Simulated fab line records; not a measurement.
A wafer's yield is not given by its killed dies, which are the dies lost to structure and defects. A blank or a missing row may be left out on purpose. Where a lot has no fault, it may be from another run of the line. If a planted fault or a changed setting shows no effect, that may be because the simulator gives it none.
Matching of chambers + flow nand_harc + NHARC_A_DECK1_JOINT_ETCHBACK_00 on rie_si-02: 4 sister chambers
The step etches the open film in HBr, target depth 30 nm, time 17.4 s. 16 wafers are shown with their chamber, then 8 later ones without.

WAFERS, EACH WITH ITS CHAMBER
| wafer  | chamber | drypump_motor_current_A (A) | oes_product_au (a.u.) | chamber_pressure_mTorr (mTorr) |
|--------|---------|-----------------------------|-----------------------|--------------------------------|
| L076.2 | 1       | 5.6                         | 0.996                 | 15.010                         |
| L076.3 | 0       | 5.8                         | 0.995                 | 14.988                         |
| L076.6 | 2       | 5.8                         | 0.993                 | 15.013                         |
| L078.1 | 1       | 5.5                         | 0.992                 | 15.006                         |
| L078.4 | 3       | 5.7                         | 1.011                 | 14.986                         |
| L078.5 | 3       | 5.7                         | 1.006                 | 15.009                         |
| L079.1 | 0       | 5.8                         | 0.992                 | 15.002                         |
| L079.4 | 2       | 5.8                         | 0.992                 | 15.016                         |
| L079.6 | 3       | 5.7                         | 1.002                 | 15.002                         |
| L082.1 | 2       | 5.8                         | 0.994                 | 14.980                         |
| L082.5 | 3       | 5.7                         | 1.008                 | 15.009                         |
| L082.6 | 1       | 5.5                         | 0.986                 | 14.976                         |
| L084.3 | 2       | 5.8                         | 0.994                 | 15.007                         |
| L084.4 | 2       | 5.8                         | 1.007                 | 15.012                         |
| L084.6 | 3       | 5.7                         | 1.000                 | 15.005                         |
| L090.1 | 1       | 5.5                         | 1.013                 | 14.995                         |

SIGNATURES, as means of the wafers listed above
| reading                 | chamber 0 | chamber 1 | chamber 2 | chamber 3 | scatter within a chamber |
|-------------------------|-----------|-----------|-----------|-----------|--------------------------|
| drypump_motor_current_A | 5.800     | 5.525     | 5.800     | 5.700     | 0.025                    |
| oes_product_au          | 0.99350   | 0.99675   | 0.99600   | 1.00540   | 0.00731                  |
| chamber_pressure_mTorr  | 14.99500  | 14.99675  | 15.00560  | 15.00220  | 0.013                    |
Rule: for a wafer and a chamber, the distance is found by dividing, reading by reading, the gap between the wafer's reading and the chamber's mean by the reading's scatter, squaring, summing and taking the root. The wafer belongs to the nearest chamber; if the next one is less than 2 further off, it can't be placed. The scatter: take each reading less its chamber's mean, square it, sum over the shown wafers, divide by the number of wafers less the number of chambers, and take the root.

WAFERS WITH NO CHAMBER GIVEN
| wafer  | drypump_motor_current_A (A) | oes_product_au (a.u.) | chamber_pressure_mTorr (mTorr) |
|--------|-----------------------------|-----------------------|--------------------------------|
| L090.2 | 5.7                         | 1.010                 | 14.978                         |
| L090.3 | 5.8                         | 1.001                 | 14.988                         |
| L093.1 | 5.5                         | 1.001                 | 14.993                         |
| L093.2 | 5.7                         | 0.999                 | 15.007                         |
| L093.4 | 5.8                         | 1.009                 | 14.997                         |
| L097.2 | 5.6                         | 1.005                 | 15.004                         |
| L097.4 | 5.7                         | 0.988                 | 14.977                         |
| L097.6 | 5.8                         | 0.988                 | 15.000                         |

THE CHAMBER EACH PASSED THROUGH
| wafer  | from the rows above          | in truth |
|--------|------------------------------|----------|
| L090.2 | 3                            | 3        |
| L090.3 | can't be placed: 0 or 2      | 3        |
| L093.1 | 1                            | 1        |
| L093.2 | 3                            | 3        |
| L093.4 | can't be placed: 2 or 0      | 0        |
| L097.2 | can't be placed: 1 or 3      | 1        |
| L097.4 | can't be placed: 3 or 0 or 2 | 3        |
| L097.6 | can't be placed: 0 or 2      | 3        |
Placed correctly: 3 of 8. Unplaceable from these rows: 5, with the true chamber sitting among the candidates in 3. 0 placed wrongly.
